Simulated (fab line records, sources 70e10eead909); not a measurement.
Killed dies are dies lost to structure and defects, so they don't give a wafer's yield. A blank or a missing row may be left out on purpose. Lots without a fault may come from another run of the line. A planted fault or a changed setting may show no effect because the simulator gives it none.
Which tool did it? | flow nand_harc | 13 lots, 39 wafers sampled, at 5 steps of a route of 1302

WHAT THE GAUGES READ, wafer by wafer
NHARC_A_CHANNEL_HOLE_D2_CD_MEAS_31.
lot  | measured     | on        | cd_nm (nm)
L358 | day 13 22:49 | cd_sem-01 | 91.8 90.1 92.4
L359 | day 14 00:48 | cd_sem-02 | 90.0 90.9 88.2
L360 | day 14 10:35 | cd_sem-02 | 90.7 93.6 90.3
L362 | day 14 18:16 | cd_sem-02 | 88.6 89.6 89.7
L363 | day 15 22:14 | cd_sem-02 | 88.3 91.1 89.3
L364 | day 16 06:39 | cd_sem-02 | 90.1 90.1 91.3
L366 | day 16 21:59 | cd_sem-02 | 89.7 89.9 89.2
L367 | day 17 09:34 | cd_sem-03 | 90.4 88.3 87.0
L368 | day 17 17:54 | cd_sem-02 | 89.7 90.7 89.4
L374 | day 20 14:38 | cd_sem-01 | 88.0 88.6 88.9
L375 | day 21 00:06 | cd_sem-02 | 88.5 88.8 90.5
L379 | day 22 07:23 | cd_sem-02 | 93.0 89.5 93.6
L380 | day 22 19:53 | cd_sem-01 | 88.3 89.0 88.2

NHARC_END_SORT_01.
lot  | measured     | on        | killed_at_array | killed_at_other | killed_at_periphery | killed_dies | killed_open | killed_short
L359 | day 25 01:00 | prober-01 | 82 76 62        | 0 1 2           | 1 3 4               | 83 80 68    | 5 3 6       | 2 2 3
L362 | day 25 12:58 | prober-02 | 57 64 64        | 1 0 0           | 7 5 5               | 65 69 69    | 3 3 3       | 5 5 1
L363 | day 27 04:26 | prober-01 | 45 50 50        | 0 4 1           | 5 4 6               | 50 58 57    | 4 3 2       | 3 6 1
L367 | day 28 14:09 | prober-01 | 52 48 45        | 1 1 2           | 5 1 2               | 58 50 49    | 2 1 2       | 5 4 3
L374 | day 32 11:51 | prober-02 | 76 75 82        | 1 0 1           | 0 5 3               | 77 80 86    | 1 7 3       | 2 9 5
L375 | day 32 17:53 | prober-01 | 46 35 40        | 5 2 2           | 8 5 6               | 59 42 48    | 5 5 4       | 1 3 0

WHICH TOOL RAN EACH LOT (tool, then ch and the chambers of the sampled wafers, then the start)
lot  | NHARC_A_CHANNEL_FILL_D2_ALD_03                 | NHARC_A_CHANNEL_FILL_D2_STRIP_28   | NHARC_A_CHANNEL_FILL_D2_RTA_24
L358 | ald_sin_batch-01 ch 0, day 14 23:28 or earlier | rie_diel-11 ch 2,3, day 14 23:28   | rtp_anneal-01 ch 0, day 15 23:11
L359 | ald_sin_batch-01 ch 0, day 14 23:28 or earlier | rie_diel-12 ch 0,2,3, day 14 23:28 | rtp_anneal-02 ch 0, day 15 23:11
L360 | ald_sin_batch-01 ch 0, day 15 12:21 or earlier | rie_diel-12 ch 0,1,2, day 15 12:21 | rtp_anneal-02 ch 0, day 16 13:34
L362 | ald_sin_batch-02 ch 0, day 15 19:32 or earlier | rie_diel-13 ch 0,1,3, day 15 19:32 | rtp_anneal-02 ch 0, day 16 19:18
L363 | ald_sin_batch-03 ch 0, day 16 23:26 or earlier | rie_diel-12 ch 0,1,2, day 16 23:26 | rtp_anneal-01 ch 0, day 18 02:19
L364 | ald_sin_batch-01 ch 0, day 17 06:31 or earlier | rie_diel-12 ch 0,1,2, day 17 06:31 | rtp_anneal-02 ch 0, day 18 09:37
L366 | ald_sin_batch-02 ch 0, day 17 22:13 or earlier | rie_diel-13 ch 0,2,3, day 17 22:13 | rtp_anneal-02 ch 0, day 18 23:26
L367 | ald_sin_batch-03 ch 0, day 18 10:14 or earlier | rie_diel-13 ch 0,2,3, day 18 10:14 | rtp_anneal-02 ch 0, day 19 09:58
L368 | ald_sin_batch-01 ch 0, day 18 19:38 or earlier | rie_diel-12 ch 1,2,3, day 18 19:38 | rtp_anneal-02 ch 0, day 19 19:18
L374 | ald_sin_batch-03 ch 0, day 21 18:45 or earlier | rie_diel-13 ch 0,1,3, day 21 18:45 | rtp_anneal-01 ch 0, day 22 18:29
L375 | ald_sin_batch-02 ch 0, day 22 02:19 or earlier | rie_diel-12 ch 1,2,3, day 22 02:19 | rtp_anneal-02 ch 0, day 23 02:11
L379 | ald_sin_batch-03 ch 0, day 23 14:09 or earlier | rie_diel-13 ch 0,1, day 23 14:09   | rtp_anneal-01 ch 0, day 24 13:53
L380 | ald_sin_batch-02 ch 0, day 23 21:07 or earlier | rie_diel-12 ch 0,2, day 23 21:07   | rtp_anneal-01 ch 0, day 25 01:53
- NHARC_A_CHANNEL_FILL_D2_ALD_03: deposits SiNx, target thk 6 nm, pulse time 60 s, ald cycles 58.
- NHARC_A_CHANNEL_FILL_D2_STRIP_28: strips in O2, time 20 s.
- NHARC_A_CHANNEL_FILL_D2_RTA_24: time 5 s.

WHAT THE TOOLS THEMSELVES READ (means of the sampled wafers that have a number; where no wafer has one, the mark that the record gives instead)
NHARC_A_CHANNEL_FILL_D2_ALD_03.
lot  | tool             | precursor_pulse_height_rel
L358 | ald_sin_batch-01 | 0.995
L359 | ald_sin_batch-01 | 0.991
L360 | ald_sin_batch-01 | 1.006
L362 | ald_sin_batch-02 | 0.997
L363 | ald_sin_batch-03 | 1.008
L364 | ald_sin_batch-01 | 0.981
L366 | ald_sin_batch-02 | 0.994
L367 | ald_sin_batch-03 | 0.997
L368 | ald_sin_batch-01 | 1.000
L374 | ald_sin_batch-03 | 0.972
L375 | ald_sin_batch-02 | 0.991
L379 | ald_sin_batch-03 | 1.013
L380 | ald_sin_batch-02 | 0.995

NHARC_A_CHANNEL_FILL_D2_STRIP_28.
lot  | tool        | drypump_motor_current_A (A) | oes_product_au (a.u.) | rf_vpp_V (V) | showerhead_plenum_p_Torr (Torr) | throttle_valve_pct (%)
L358 | rie_diel-11 | 5.7                         | 1.011                 | 57.7         | 3.56                            | 17.037
L359 | rie_diel-12 | 5.2                         | 1.010                 | 58.4         | 3.59                            | 17.034
L360 | rie_diel-12 | 5.3                         | 1.009                 | 58.4         | 3.53                            | 17.039
L362 | rie_diel-13 | 5.5                         | 1.006                 | 57.0         | 3.59                            | 17.034
L363 | rie_diel-12 | 5.3                         | 1.005                 | 57.2         | 3.53                            | 17.038
L364 | rie_diel-12 | 5.3                         | 1.004                 | 57.5         | 3.53                            | 17.046
L366 | rie_diel-13 | 5.5                         | 0.993                 | 58.4         | 3.68                            | 17.035
L367 | rie_diel-13 | 5.5                         | 0.993                 | 58.0         | 3.68                            | 17.035
L368 | rie_diel-12 | 5.3                         | 1.005                 | 57.5         | 3.52                            | 17.036
L374 | rie_diel-13 | 5.6                         | 0.999                 | 57.8         | 3.58                            | 17.029
L375 | rie_diel-12 | 5.3                         | 1.004                 | 58.1         | 3.52                            | 17.033
L379 | rie_diel-13 | 5.7                         | 0.994                 | 58.0         | 3.47                            | 17.040
L380 | rie_diel-12 | 5.4                         | 1.007                 | 57.2         | 3.60                            | 17.041

NHARC_A_CHANNEL_FILL_D2_RTA_24.
lot  | tool          | lamp_power_pct (%) | lamp_zone_3_pct (%) | wafer_temp_C_max
L358 | rtp_anneal-01 | 28.5               | 28.6                | 1003.7
L359 | rtp_anneal-02 | 29.6               | 29.5                | 1005.0
L360 | rtp_anneal-02 | 29.6               | 29.5                | 1005.1
L362 | rtp_anneal-02 | 29.6               | 29.5                | 1005.9
L363 | rtp_anneal-01 | 28.5               | 28.5                | 1003.6
L364 | rtp_anneal-02 | 29.6               | 29.5                | 1005.5
L366 | rtp_anneal-02 | 29.5               | 29.5                | 1006.0
L367 | rtp_anneal-02 | 29.6               | 29.5                | 1005.8
L368 | rtp_anneal-02 | 29.6               | 29.6                | 1006.3
L374 | rtp_anneal-01 | 28.5               | 28.6                | 1003.2
L375 | rtp_anneal-02 | 29.6               | 29.6                | 1005.3
L379 | rtp_anneal-01 | 28.6               | 28.5                | 1003.7
L380 | rtp_anneal-01 | 28.5               | 28.5                | 1005.0

THE ANSWER, worked out from the rows above alone
Rule: what is usual is taken from the lots themselves. Put in order of their means at a reading, lots are off if they are a third of the lots or fewer, leave a main group of 4 or more, and stand apart from it by a gap of 3 or more times the standard deviation of the main group's means; of several such gaps the widest counts. A main group whose means are all the same, to the digits that the tables above print for the reading, isn't used. A lot without any number at a reading at which 4 lots or more have one is off too. The other lots that the step has rows for count as sound. The gauges are gone through in route order, then the tools' own readings, and for those a lot's mean is taken as printed above. The first step at which some lot is off is used, and at that step the reading that is off furthest; a lot without a number counts as furthest.
No lot is off at any reading shown: from this, nothing can be told.

WHAT THE SIMULATOR HAD PUT IN
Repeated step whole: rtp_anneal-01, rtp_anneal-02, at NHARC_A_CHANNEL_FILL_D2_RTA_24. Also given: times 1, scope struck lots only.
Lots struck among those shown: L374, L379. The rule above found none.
